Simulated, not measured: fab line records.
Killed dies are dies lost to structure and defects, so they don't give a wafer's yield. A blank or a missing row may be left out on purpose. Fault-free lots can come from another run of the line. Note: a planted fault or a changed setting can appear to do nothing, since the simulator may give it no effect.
Lot-split experiment | flow n5-finfet | 21 wafers read from 7 lots, route of 1938 steps

## SPLIT DETAILS
At N5_BEOL_M10_COAT_63 (time 60 s, resist thk 100 nm), the setting spin-rpm was moved away from the recipe's 1500 rpm on 5 of the 21 wafers read, by -6.6% to +10.9%. For the rest of the wafers, this setting stayed at what the recipe calls for.

## FROM THE SPLIT TO THE READING: what the file shows between them, 6 steps
- N5_BEOL_M10_COAT_64: time 60 s, resist thk 30 nm
- N5_BEOL_M10_COAT_22: resist thk 90 nm
- N5_BEOL_M10_DESCUM_33: chemistry O2, time 7.9 s
- N5_BEOL_M10_ETCH_65: etches SiARC in CF4, target depth 39 nm, time 65 s
- N5_BEOL_M10_ETCH_66: etches SOC in N2/H2, target depth 120 nm, overetch 24 nm, time 180 s
- N5_BEOL_M10_STRIP_69: strips in N2/H2

## THE READING
SOC_of_BEOL_M10_COAT_63.thk-nm (the simulator's own value, which no gauge read), in nm, at N5_BEOL_M10_VIA_ETCH_34 (etches SiCOH lowk in C4F6/O2, target depth 184.5 nm, time 69.2 s). The file gives no usual value for it. The 16 wafers here that ran the recipe average 91.7 nm, standard deviation 0.37 nm.

wafer  | tool, chamber at the split | spin-rpm as run, rpm | against the recipe | SOC_of_BEOL_M10_COAT_63.thk-nm, nm | against lot-mates on the recipe
L081.2 | litho-track-02, 0          | 1500                 | recipe             | 92.6                               | -
L081.4 | litho-track-02, 0          | 1500                 | recipe             | 92.4                               | -
L081.5 | litho-track-02, 0          | 1612                 | +7.5%              | 89                                 | -3.5
L082.1 | litho-track-05, 0          | 1500                 | recipe             | 91.8                               | -
L082.4 | litho-track-05, 0          | 1500                 | recipe             | 91.6                               | -
L082.5 | litho-track-05, 0          | 1663                 | +10.9%             | 86.6                               | -5.1
L084.3 | litho-track-04, 0          | 1500                 | recipe             | 91.2                               | -
L084.5 | litho-track-04, 0          | 1500                 | recipe             | 91.4                               | -
L084.6 | litho-track-04, 0          | 1401                 | -6.6%              | 95                                 | +3.7
L088.1 | litho-track-05, 0          | 1500                 | recipe             | 91.4                               | -
L088.2 | litho-track-05, 0          | 1500                 | recipe             | 91.4                               | -
L088.5 | litho-track-05, 0          | 1500                 | recipe             | 91.2                               | -
L090.1 | litho-track-04, 0          | 1500                 | recipe             | 91.8                               | -
L090.2 | litho-track-04, 0          | 1550                 | +3.3%              | 90.2                               | -1.6
L090.6 | litho-track-04, 0          | 1550                 | +3.3%              | 90.2                               | -1.6
L096.1 | litho-track-02, 0          | 1500                 | recipe             | 91.6                               | -
L096.2 | litho-track-02, 0          | 1500                 | recipe             | 91.6                               | -
L096.5 | litho-track-02, 0          | 1500                 | recipe             | 91.8                               | -
L097.3 | litho-track-02, 0          | 1500                 | recipe             | 91.6                               | -
L097.4 | litho-track-02, 0          | 1500                 | recipe             | 91.8                               | -
L097.6 | litho-track-02, 0          | 1500                 | recipe             | 91.4                               | -

FIT RESULTS
A straight line over all 21 wafers: SOC_of_BEOL_M10_COAT_63.thk-nm changes by -0.449 nm for each +1% of spin-rpm; r = -0.97; the points scatter about the line by 0.39 nm.
The same after taking each lot's own level away (the mean of its wafers on the recipe; 21 wafers): -0.49 nm for each +1%; r = -1.00; scatter 0.15 nm.
According to that fit, moving spin-rpm by its largest amount changes the reading by 5.3 nm.
From 91.30 to 92.50 nm: that is the span of the lots' own levels, equal to 3.2 times the standard deviation above.
The two slopes are in agreement: the lot-to-lot level therefore moves the slope only a little.
Check: for one of the wafers moved furthest among these (+10.9%), held out of the fit, the line's prediction against its lot-mates is -5.46 nm. Against them it came out at -5.1 nm.

## THE WHOLE CHAIN: every reading that the file lists as answering this split, in the file's order
step                    | what it does                                                         | reading                                                                         | change (the file's fit)               | r (the file's)
N5_BEOL_M10_COAT_63     | time 60 s, resist thk 100 nm                                         | SOC_of_BEOL_M10_COAT_63.thk-nm (the simulator's own value, which no gauge read) | -0.482 nm for each +1% of the setting | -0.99
N5_BEOL_M10_ETCH_66     | etches SOC in N2/H2, target depth 120 nm, overetch 24 nm, time 180 s | etch.depth-nm (the simulator's own value, which no gauge read)                  | -0.478 nm for each +1% of the setting | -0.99
N5_BEOL_M10_VIA_ETCH_34 | etches SiCOH lowk in C4F6/O2, target depth 184.5 nm, time 69.2 s     | SOC_of_BEOL_M10_COAT_63.thk-nm (the simulator's own value, which no gauge read) | -0.487 nm for each +1% of the setting | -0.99

## THE FILE'S OWN FIT
SOC_of_BEOL_M10_COAT_63.thk-nm changes by -0.487 nm for each +1% of spin-rpm, r = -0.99.
